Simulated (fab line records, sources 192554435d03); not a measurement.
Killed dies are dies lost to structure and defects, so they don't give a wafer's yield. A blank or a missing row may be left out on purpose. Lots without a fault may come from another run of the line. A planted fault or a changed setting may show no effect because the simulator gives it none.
Split-lot experiment | flow n5_finfet | 7 lots, 21 wafers read, on a route of 1938 steps

THE SPLIT
At N5_FIN_CUT_COAT_18 (time 60 s, resist thk 230 nm), the setting spin_rpm was moved away from the recipe's 1500 rpm on 9 of the 21 wafers read, by -6.9% to +10.3%. The other wafers ran this setting at the recipe's value.

FROM THE SPLIT TO THE READING: what the file shows between them, 7 steps
- N5_FIN_CUT_EXPOSE_05: exposes mask FIN CUT (also split here: dose_mj)
- N5_FIN_CUT_PEB_06: peb time 60 s
- N5_FIN_CUT_DEVELOP_07: develop time 30 s
- N5_FIN_CUT_CD_MEAS_08: target cd 29.1 nm
- N5_FIN_CUT_DESCUM_13: chemistry O2, time 7 s
- N5_FIN_CUT_ETCH_30: etches underlayer in N2/H2, target depth 13 nm, time 10.4 s
- N5_FIN_CUT_ETCH_20: etches SiARC in CF4, target depth 26 nm, time 43.3 s

THE READING
etch.depth_nm (the simulator's own value, which no gauge read), in nm, at N5_FIN_CUT_ETCH_21 (etches SOC in N2/H2, target depth 219 nm, overetch 43.8 nm, time 523.5 s). The file gives no usual value for it. The 12 wafers here that ran the recipe average 230.1 nm, standard deviation 0.62 nm.

wafer  | tool, chamber at the split | spin_rpm as run, rpm | against the recipe | etch.depth_nm, nm | against lot-mates on the recipe
L074.1 | litho_track-01, 0          | 1500                 | recipe             | 229.6             | -
L074.2 | litho_track-01, 0          | 1500                 | recipe             | 230.2             | -
L074.4 | litho_track-01, 0          | 1500                 | recipe             | 230.3             | -
L075.3 | litho_track-03, 0          | 1500                 | recipe             | 229               | -
L075.4 | litho_track-03, 0          | 1599                 | +6.6%              | 221.7             | -7.3
L075.5 | litho_track-03, 0          | 1599                 | +6.6%              | 222.8             | -6.2
L076.1 | litho_track-05, 0          | 1397                 | -6.9%              | 239.3             | +8.8
L076.4 | litho_track-05, 0          | 1500                 | recipe             | 230.5             | -
L076.5 | litho_track-05, 0          | 1397                 | -6.9%              | 239.2             | +8.7
L077.1 | litho_track-05, 0          | 1500                 | recipe             | 230.7             | -
L077.3 | litho_track-05, 0          | 1500                 | recipe             | 230.2             | -
L077.6 | litho_track-05, 0          | 1500                 | recipe             | 231.2             | -
L080.4 | litho_track-03, 0          | 1500                 | recipe             | 230.4             | -
L080.5 | litho_track-03, 0          | 1438                 | -4.1%              | 234.8             | +4.9
L080.6 | litho_track-03, 0          | 1500                 | recipe             | 229.3             | -
L083.1 | litho_track-01, 0          | 1654                 | +10.3%             | 218.1             | -12.0
L083.2 | litho_track-01, 0          | 1654                 | +10.3%             | 218.9             | -11.2
L083.6 | litho_track-01, 0          | 1500                 | recipe             | 230.1             | -
L090.4 | litho_track-03, 0          | 1619                 | +7.9%              | 221.5             | -7.8
L090.5 | litho_track-03, 0          | 1500                 | recipe             | 229.3             | -
L090.6 | litho_track-03, 0          | 1619                 | +7.9%              | 221.1             | -8.2

THE FIT
A straight line over all 21 wafers: etch.depth_nm changes by -1.18 nm for each +1% of spin_rpm; r = -0.99; the points scatter about the line by 0.67 nm.
The same after taking each lot's own level away (the mean of its wafers on the recipe; 21 wafers): -1.13 nm for each +1%; r = -1.00; scatter 0.55 nm.
On that fit, the largest move of spin_rpm shifts the reading by 12 nm.
The lots' own levels span 229.00 to 230.70 nm, that is 2.7 times the standard deviation above.
So the lot-to-lot level changes the slope little: the two slopes agree.
Check: with one of the wafers moved furthest among these (+10.3%) left out of the fit, the line predicts -11.1 nm for it against its lot-mates. It came out at -12 nm against them.

OTHER SPLITS ON THESE WAFERS
These wafers also went through other splits before the reading. Each is held against what the fit with the lots' levels taken away leaves over:
other split on the same wafers | wafers away from the commonest value | r with etch.depth_nm (lot level and that fit taken away)
N5_WELL_APT_COAT_02 spin_rpm   | 6                                    | -0.16
N5_FIN_CUT_EXPOSE_05 dose_mj   | 10                                   | +0.16

THE WHOLE CHAIN: every reading that the file lists as answering this split, in the file's order
step               | what it does                                                             | reading                                                                        | change (the file's fit)              | r (the file's)
N5_FIN_CUT_COAT_18 | time 60 s, resist thk 230 nm                                             | SOC_of_FIN_CUT_COAT_18.thk_nm (the simulator's own value, which no gauge read) | -1.1 nm for each +1% of the setting  | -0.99
N5_FIN_CUT_ETCH_21 | etches SOC in N2/H2, target depth 219 nm, overetch 43.8 nm, time 523.5 s | etch.depth_nm (the simulator's own value, which no gauge read)                 | -1.11 nm for each +1% of the setting | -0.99

THE FILE'S OWN FIT
etch.depth_nm changes by -1.11 nm for each +1% of spin_rpm, r = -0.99.
